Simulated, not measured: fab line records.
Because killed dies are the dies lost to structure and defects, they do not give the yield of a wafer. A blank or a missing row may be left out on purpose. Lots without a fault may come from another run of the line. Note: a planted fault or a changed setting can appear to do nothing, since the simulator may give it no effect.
Matching of chambers || flow n5-finfet || N5_BEOL_M2_CO_CAP_55 on cvd-co-02 has 3 sister chambers
The step material Co, precursor CCTBA/H2, target thk 2 nm, time 102.1 s. 6 wafers are shown with their chamber, then 12 later ones without.

== WAFERS WITH THEIR CHAMBER ==
{"wafer": "L088.1", "chamber": 0, "heater-power-w (W)": 277}
{"wafer": "L088.2", "chamber": 2, "heater-power-w (W)": 224}
{"wafer": "L088.3", "chamber": 1, "heater-power-w (W)": 268}
{"wafer": "L088.4", "chamber": 1, "heater-power-w (W)": 272}
{"wafer": "L088.5", "chamber": 0, "heater-power-w (W)": 280}
{"wafer": "L088.6", "chamber": 2, "heater-power-w (W)": 222}

== WAFERS MISSING THEIR CHAMBER ==
{"wafer": "L090.1", "heater-power-w (W)": 283}
{"wafer": "L090.2", "heater-power-w (W)": 276}
{"wafer": "L090.3", "heater-power-w (W)": 220}
{"wafer": "L090.4", "heater-power-w (W)": 226}
{"wafer": "L090.5", "heater-power-w (W)": 283}
{"wafer": "L090.6", "heater-power-w (W)": 271}
{"wafer": "L095.3", "heater-power-w (W)": 227}
{"wafer": "L095.4", "heater-power-w (W)": 221}
{"wafer": "L095.6", "heater-power-w (W)": 271}
{"wafer": "L097.1", "heater-power-w (W)": 221}
{"wafer": "L097.3", "heater-power-w (W)": 274}
{"wafer": "L097.5", "heater-power-w (W)": 275}

== WHICH CHAMBER EACH ONE RAN IN ==
{"wafer": "L090.1", "from the rows above": 0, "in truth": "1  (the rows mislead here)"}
{"wafer": "L090.2", "from the rows above": "can't be placed: 0 or 1", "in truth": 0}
{"wafer": "L090.3", "from the rows above": 2, "in truth": 2}
{"wafer": "L090.4", "from the rows above": 2, "in truth": 2}
{"wafer": "L090.5", "from the rows above": 0, "in truth": 0}
{"wafer": "L090.6", "from the rows above": 1, "in truth": 1}
{"wafer": "L095.3", "from the rows above": 2, "in truth": 2}
{"wafer": "L095.4", "from the rows above": 2, "in truth": 2}
{"wafer": "L095.6", "from the rows above": 1, "in truth": 1}
{"wafer": "L097.1", "from the rows above": 2, "in truth": 2}
{"wafer": "L097.3", "from the rows above": "can't be placed: 1 or 0", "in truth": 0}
{"wafer": "L097.5", "from the rows above": "can't be placed: 0 or 1", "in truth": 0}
8 of 12 placed correctly. Unplaceable from these rows: 3, with the true chamber sitting among the candidates in 3. Wrongly placed: 1.
How it was worked out, from the rows above alone: a wafer's distance from a chamber is the root of the sum, over the readings, of the square of ((its reading less the chamber's mean) divided by the reading's scatter). If the next closest chamber is less than 2 further off than the closest, the wafer can't be placed; otherwise it belongs to the closest. The mean given for a chamber averages the wafers shown for that chamber. The scatter is the square root of a quotient: the sum, over the shown wafers, of each reading's squared deviation from its chamber's mean, divided by wafers minus chambers.
